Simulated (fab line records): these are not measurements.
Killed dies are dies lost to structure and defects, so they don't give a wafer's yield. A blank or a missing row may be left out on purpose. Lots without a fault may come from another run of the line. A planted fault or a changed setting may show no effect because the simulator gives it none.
fab line records -- flow nandHarc
record lots=14, wafers=42, lastDay=34
route steps=1302 shown A_DECK1_JOINT@527 A_ONON_D2@556 END@1302
lots with no fault: from the same line, run without faults
startH: start of the lot's first displayed wafer, in hours after the record's first day -- waitH: hours from the lot's prior step to this one -- " identical to the entry in the row above -- L1.1+2: a single row standing in for several wafers -- - value missing, or start not given -- * or withheld: withheld -- < > ~ a bound
route shown NAME@n: a module of which the file shows steps, and the number in the route of the first -- usual: mean/standard deviation taken from wafers without a fault -- same: alike in all rows -- chamber/n: place in a boat -- sites: each site's reading -- _std_site: the standard deviation of these -- _edge_site: the outer-site mean with the inner-site mean subtracted -- radiusMm: for every site, how far away it sits from the centre of the wafer -- mask NAME#n: copy n -- behind: tool/chamber where the wafer was last shaped -- hold: why the lot went on hold/how many hours it stayed there/how the hold came to an end -- device: which transistor (n, p or np) failed to switch -- end of line: the route-end tests of the same wafers -- a step without rows: its recipe alone -- killed: dies lost to structure and defects at the first sort, not the wafer's yield -- map: the dies of a wafer, with x for killed, . for not killed, _ for no die there
set.NAME: the setting the step ran with; set.NAME@STEP: the setting that earlier step ran with -- model.NAME: the simulator's own value behind a step, which no gauge read
route steps across a sampled set of lots; one table per step, one row per wafer
services: the hour from which a tool's chamber was out of use, counted from the record's first day as startH (under 0 if before that day), plus the number of hours and why
## steps
# step NHARC_A_DECK1_JOINT_CMP_13
# recipe targetThkNm=51.023
# usual motorCurrentA=12.1/1.5, timeToEndpointS=8.6/2.1
lot.wafer,tool,chamber,startH,waitH,motorCurrentA,timeToEndpointS
L368.4,cmp-01,3,252.76,0.4,13.0,8.9
L368.1,cmp-01,0,252.76,0.4,12.3,8.7
L368.2,cmp-01,1,252.76,0.4,12.0,7.5
L367.4,cmp-03,1,252.79,0.4,13.9,3.1
L367.3,cmp-03,2,252.79,0.4,11.7,5.2
L367.6,cmp-03,3,252.79,0.4,14.5,2.9
L371.3,cmp-03,2,290.84,0.4,12.1,7.8
L371.2,cmp-03,3,290.84,0.4,14.8,6.8
L371.4,cmp-03,0,290.84,0.4,11.5,9.7
L373.4,cmp-01,1,309.77,0.4,12.1,11.1
L373.3,cmp-01,2,309.77,0.4,10.6,9.2
L373.5,cmp-01,1,309.77,0.4,12.0,10.8
L374.2,cmp-04,2,332.62,0.5,13.2,7.5
L374.5,cmp-04,1,332.62,0.5,12.9,9.1
L374.6,cmp-04,2,332.62,0.5,12.6,9.7
L382.4,cmp-01,0,397.30,0.4,12.5,6.9
L382.3,cmp-01,1,397.30,0.4,12.1,6.1
L382.2,cmp-01,3,397.30,0.4,12.8,7.7
L383.2,cmp-01,1,416.64,0.4,12.4,8.9
L383.4,cmp-01,2,416.64,0.4,10.4,6.2
L383.3,cmp-01,3,416.64,0.4,12.6,7.9
L384.2,cmp-01,2,426.66,0.4,11.1,5.4
L384.4,cmp-01,1,426.66,0.4,11.9,5.5
L384.5,cmp-01,3,426.66,0.4,12.4,5.6
L385.1,cmp-04,1,431.97,0.4,13.0,7.9
L385.3,cmp-04,3,431.97,0.4,9.1,7.0
L385.6,cmp-04,1,431.97,0.4,12.5,10.1
L386.4,cmp-04,2,456.96,0.4,13.7,10.1
L386.1,cmp-04,0,456.96,0.4,11.1,9.5
L386.6,cmp-04,2,456.96,0.4,13.2,10.0
L387.1,cmp-04,1,465.62,0.4,13.4,11.6
L387.2,cmp-04,3,465.62,0.4,8.6,5.6
L387.4,cmp-04,0,465.62,0.4,10.9,10.5
L388.1,cmp-04,3,469.04,0.4,9.7,9.6
L388.3,cmp-04,0,469.04,0.4,10.8,9.9
L388.5,cmp-04,3,469.04,0.4,9.2,9.9
L390.4,cmp-03,1,490.02,0.4,14.3,2.4
L390.1,cmp-03,0,490.02,0.4,12.1,7.1
L390.5,cmp-03,1,490.02,0.4,13.5,6.3
L389.2,cmp-04,0,490.09,0.4,10.5,9.8
L389.6,cmp-04,2,490.09,0.4,13.6,8.4
L389.5,cmp-04,3,490.09,0.4,9.7,8.0
# step NHARC_A_DECK1_JOINT_CMP_02
# recipe material=SiOx
# usual motorCurrentA=12.4/1.3
lot.wafer,tool,chamber,startH,waitH,motorCurrentA
L367.3,cmp-03,0,273.82,0.4,12.1
L367.4,cmp-03,2,273.82,0.4,11.9
L367.6,cmp-03,1,273.82,0.4,14.0
L368.2,cmp-01,0,273.82,0.4,12.8
L368.1,cmp-01,1,273.82,0.4,12.2
L368.4,cmp-01,3,273.82,0.4,12.7
L371.2,cmp-01,2,314.69,0.4,10.5
L371.3,cmp-01,3,314.69,0.4,12.8
L371.4,cmp-01,1,314.69,0.4,12.4
L373.3,cmp-01,0,339.50,0.4,12.9
L373.4,cmp-01,1,339.50,0.4,11.7
L373.5,cmp-01,1,339.50,0.4,12.4
L374.2,cmp-04,1,359.96,0.4,13.4
L374.6,cmp-04,3,359.96,0.4,9.4
L374.5,cmp-04,0,359.96,0.4,10.8
L382.3,cmp-01,2,421.24,0.4,10.6
L382.2,cmp-01,3,421.24,0.4,12.9
L382.4,cmp-01,0,421.24,0.4,12.7
L383.3,cmp-03,0,444.99,0.4,11.9
L383.2,cmp-03,2,444.99,0.4,12.7
L383.4,cmp-03,3,444.99,0.4,13.8
L384.2,cmp-03,2,449.52,0.4,12.2
L384.4,cmp-03,0,449.52,0.4,12.4
L384.5,cmp-03,2,449.52,0.4,11.3
L385.1,cmp-01,3,456.21,0.4,12.7
L385.3,cmp-01,0,456.21,0.4,12.3
L385.6,cmp-01,1,456.21,0.4,12.0
L386.1,cmp-04,0,486.43,0.4,10.8
L386.4,cmp-04,2,486.43,0.4,14.5
L386.6,cmp-04,0,486.43,0.4,10.0
L387.4,cmp-03,0,488.99,0.4,11.7
L387.1,cmp-03,1,488.99,0.4,13.8
L387.2,cmp-03,3,488.99,0.4,14.0
L388.1,cmp-04,0,489.01,0.4,10.5
L388.3,cmp-04,1,489.01,0.4,13.4
L388.5,cmp-04,0,489.01,0.4,11.1
L390.4,cmp-04,1,512.11,0.4,12.7
L390.1,cmp-04,0,512.11,0.4,10.5
L390.5,cmp-04,1,512.11,0.4,12.4
L389.2,cmp-03,2,512.19,0.4,12.0
L389.6,cmp-03,3,512.19,0.4,14.2
L389.5,cmp-03,0,512.19,0.4,11.6
# step NHARC_A_ONON_D2_DEP_16
# recipe targetThkA=10000, n2FlowSccm=2750, n2oFlowSccm=2000, nh3FlowSccm=500, sih4FlowSccm=210, tempC=400
lot.wafer,tool,chamber,startH,waitH
L368.1+2+4,pecvdOnon-04,0,284.38,0.4
L367.3+4+6,pecvdOnon-03,0,284.47,0.5
L371.2+3+4,pecvdOnon-02,0,325.54,0.4
L373.3+4+5,pecvdOnon-03,0,350.44,0.5
L374.2+5+6,pecvdOnon-03,0,371.41,0.4
L382.2+3+4,pecvdOnon-02,0,432.37,0.4
L383.2+3+4,pecvdOnon-03,0,456.53,0.4
L384.2+4+5,pecvdOnon-03,0,461.53,0.4
L385.1+3+6,pecvdOnon-03,0,467.85,0.4
L386.1+4+6,pecvdOnon-03,0,498.38,0.4
L387.1+2+4,pecvdOnon-02,0,498.38,0.4
L388.1+3+5,pecvdOnon-03,0,498.73,0.7
L390.1+4+5,pecvdOnon-03,0,522.66,0.4
L389.2+5+6,pecvdOnon-02,0,522.72,0.4
# step NHARC_A_ONON_D2_THK_MEAS_18
# recipe thkMeasGauge=ellipsometry
# usual thkNm=998/8.8
lot.wafer,tool,chamber,startH,waitH,thkNm
L367.3,filmMetro-01,-,284.87,-,1008
L367.4,filmMetro-01,-,284.87,-,1009
L367.6,filmMetro-01,-,284.87,-,1009
L368.1,filmMetro-02,-,284.89,-,1013
L368.2,filmMetro-02,-,284.89,-,1012
L368.4,filmMetro-02,-,284.89,-,1010
L371.2,filmMetro-01,-,325.99,-,1011
L371.3,filmMetro-01,-,325.99,-,1013
L371.4,filmMetro-01,-,325.99,-,1013
L373.3,filmMetro-02,-,350.84,-,1568
L373.4,filmMetro-02,-,350.84,-,1567
L373.5,filmMetro-02,-,350.84,-,1567
L374.2,filmMetro-01,-,371.87,-,1568
L374.5,filmMetro-01,-,371.87,-,1568
L374.6,filmMetro-01,-,371.87,-,1568
L382.2,filmMetro-02,-,432.82,-,989
L382.3,filmMetro-02,-,432.82,-,990
L382.4,filmMetro-02,-,432.82,-,990
L383.2,filmMetro-02,-,456.98,-,994
L383.3,filmMetro-02,-,456.98,-,996
L383.4,filmMetro-02,-,456.98,-,994
L384.2,filmMetro-02,-,461.98,-,998
L384.4,filmMetro-02,-,461.98,-,999
L384.5,filmMetro-02,-,461.98,-,998
L385.1,filmMetro-01,-,468.36,-,1008
L385.3,filmMetro-01,-,468.36,-,1010
L385.6,filmMetro-01,-,468.36,-,1009
L386.1,filmMetro-02,-,498.89,-,989
L386.4,filmMetro-02,-,498.89,-,991
L386.6,filmMetro-02,-,498.89,-,990
L387.1,filmMetro-01,-,498.89,-,987
L387.2,filmMetro-01,-,498.89,-,988
L387.4,filmMetro-01,-,498.89,-,988
L388.1,filmMetro-01,-,499.24,-,1000
L388.3,filmMetro-01,-,499.24,-,1002
L388.5,filmMetro-01,-,499.24,-,1003
L390.1,filmMetro-01,-,523.17,-,993
L390.4,filmMetro-01,-,523.17,-,991
L390.5,filmMetro-01,-,523.17,-,991
L389.2,filmMetro-02,-,523.17,-,1006
L389.5,filmMetro-02,-,523.17,-,1004
L389.6,filmMetro-02,-,523.17,-,1003
# step NHARC_END_SORT_01
# recipe tempC=25
# usual killedAtArray=53/21, killedAtOther=1.0/1.3, killedAtPeriphery=3.8/2.4, killedDies=58/21, killedOpen=3.4/1.9, killedShort=2.4/1.5
# same grossDies=677
lot.wafer,tool,chamber,startH,waitH,killedAtArray,killedAtOther,killedAtPeriphery,killedDies,killedOpen,killedShort
L373.3,prober-02,0,628.34,3.1,673,0,4,677,3,0
L373.4,prober-02,0,629.14,3.4,675,0,2,677,6,3
L373.5,prober-02,0,629.93,3.7,674,0,3,677,6,2
L374.2,prober-02,0,664.37,2.8,672,0,5,677,6,3
L374.5,prober-02,0,666.73,3.6,672,0,5,677,2,1
L374.6,prober-02,0,667.51,3.9,673,0,4,677,2,5
# killed by level:class
L373.3 A_ONON_D2:areaDep=619 A_SLIT:chamberFilmFlake=22 A_CHANNEL_HOLE_D1:chamberFilmFlake=17 A_CHANNEL_HOLE_D2:chamberFilmFlake=7 A_CONTACT:chamberFilmFlake=2 P_M1:geometricParticle:open=1 A_ONON_D1:geometricParticle:open=1 A_CONTACT:geometricParticle:open=1
L373.4 A_ONON_D2:areaDep=599 A_CHANNEL_HOLE_D1:chamberFilmFlake=35 A_SLIT:chamberFilmFlake=16 A_CHANNEL_HOLE_D2:chamberFilmFlake=12 A_CHANNEL_FILL_D1:chamberFilmFlake=2 A_CONTACT:chamberFilmFlake=2 P_M1:geometricParticle:open=1 A_SOURCE_PLATE:geometricParticle:open=1
L373.5 A_ONON_D2:areaDep=617 A_SLIT:chamberFilmFlake=21 A_CHANNEL_HOLE_D1:chamberFilmFlake=12 A_CHANNEL_HOLE_D2:chamberFilmFlake=11 A_CHANNEL_FILL_D2:geometricParticle:open=3 P_GATE:geometricParticle:open=1 P_M0:geometricParticle:short=1 A_SOURCE_PLATE:geometricParticle:short=1
L374.2 A_ONON_D2:areaDep=656 A_CHANNEL_HOLE_D2:chamberFilmFlake=3 A_M1:geometricParticle:open=2 A_CHANNEL_HOLE_D1:chamberFilmFlake=2 P_CONTACT:geometricParticle:open=1 P_M0:geometricParticle:open=1 A_CHANNEL_FILL_D1:geometricParticle:open=1 A_ONON_D2:geometricParticle:short=1
L374.5 A_ONON_D2:areaDep=645 A_CHANNEL_HOLE_D2:chamberFilmFlake=13 P_ZERO_WELL:chamberFilmFlake=4 A_CHANNEL_HOLE_D1:chamberFilmFlake=4 A_SLIT:chamberFilmFlake=2 A_WL_FILL:chamberFilmFlake=2 A_M0:chamberFilmFlake=2 A_CONTACT:geometricParticle:open=1
L374.6 A_ONON_D2:areaDep=650 A_CHANNEL_HOLE_D2:chamberFilmFlake=10 A_ONON_D1:geometricParticle:short=2 A_CHANNEL_FILL_D2:geometricParticle:short=2 P_ZERO_WELL:chamberFilmFlake=2 A_CHANNEL_HOLE_D1:chamberFilmFlake=2 A_WL_FILL:chamberFilmFlake=2 P_BONDPAD:geometricParticle:short=1
## services
tool,chamber,startH,hours,kind
pecvdOnon-04,-,235.01,6.0,repair
cmp-01,-,237.96,2.8,repair
cmp-04,-,247.52,5.2,repair
cmp-03,-,260.05,4.0,pm
cmp-03,-,268.65,2.8,repair
cmp-01,-,274.64,2.4,repair
cmp-01,-,283.50,4.0,pm
cmp-01,-,287.50,-,consumableReplace:conditioner
cmp-04,-,307.07,4.0,pm
pecvdOnon-04,-,311.12,13.0,pm
cmp-03,-,358.05,4.0,pm
pecvdOnon-02,-,366.03,13.0,pm
cmp-01,-,380.66,0.2,repair
cmp-01,-,381.50,4.0,pm
cmp-04,-,405.07,4.0,pm
pecvdOnon-03,-,408.00,13.0,pm
cmp-04,-,438.43,2.0,repair
cmp-03,-,456.05,4.0,pm
cmp-03,-,476.77,1.2,repair
cmp-01,-,479.50,4.0,pm
pecvdOnon-04,-,492.37,13.0,pm
cmp-04,-,503.07,4.0,pm
pecvdOnon-04,-,517.09,1.9,repair
pecvdOnon-04,-,522.20,15.9,repair
## key
firstSign step=NHARC_A_ONON_D2_THK_MEAS_18, reading=thkNm, direction=up, sigmas=65, usual=998, struck=1568
effect step=NHARC_END_SORT_01, reading=killedDies, direction=up, sigmas=30, usual=58, struck=677
moreKillsBornAt NHARC_A_ONON_D2_DEP_16@pecvdOnon-03=3786
metAt NHARC_A_ONON_D2_DEP_16
struckLots L373,L374
struckWafers L373.3,L373.4,L373.5,L374.2,L374.5,L374.6
laterRowsLeftOut L373.3,L373.4,L373.5,L374.2,L374.5,L374.6
testerLeftOut L373,L374
notActingAt NHARC_A_DECK1_JOINT_CMP_13,NHARC_A_DECK1_JOINT_CMP_02
onsetBetween 284.47 350.44
fault kind=processParameterDrift, tool=pecvdOnon-03, chamber=0, onsetH=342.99, steps=NHARC_A_ONON_D2_DEP_16, channel=targetThkA, offset=*, shape=step, endH=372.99, actsIn=*, stated=*
# testerLeftOut: of these lots the tester's yield and bins aren't shown, on N5 and GAA mostly nor the transistor test; their killed dies are dies lost to structure and defects alone, not to doping, threshold or leakage, so they don't give the yield
# laterRowsLeftOut: the simulator's readings of these wafers behind a module that went badly wrong aren't trusted and aren't shown, but for the sort
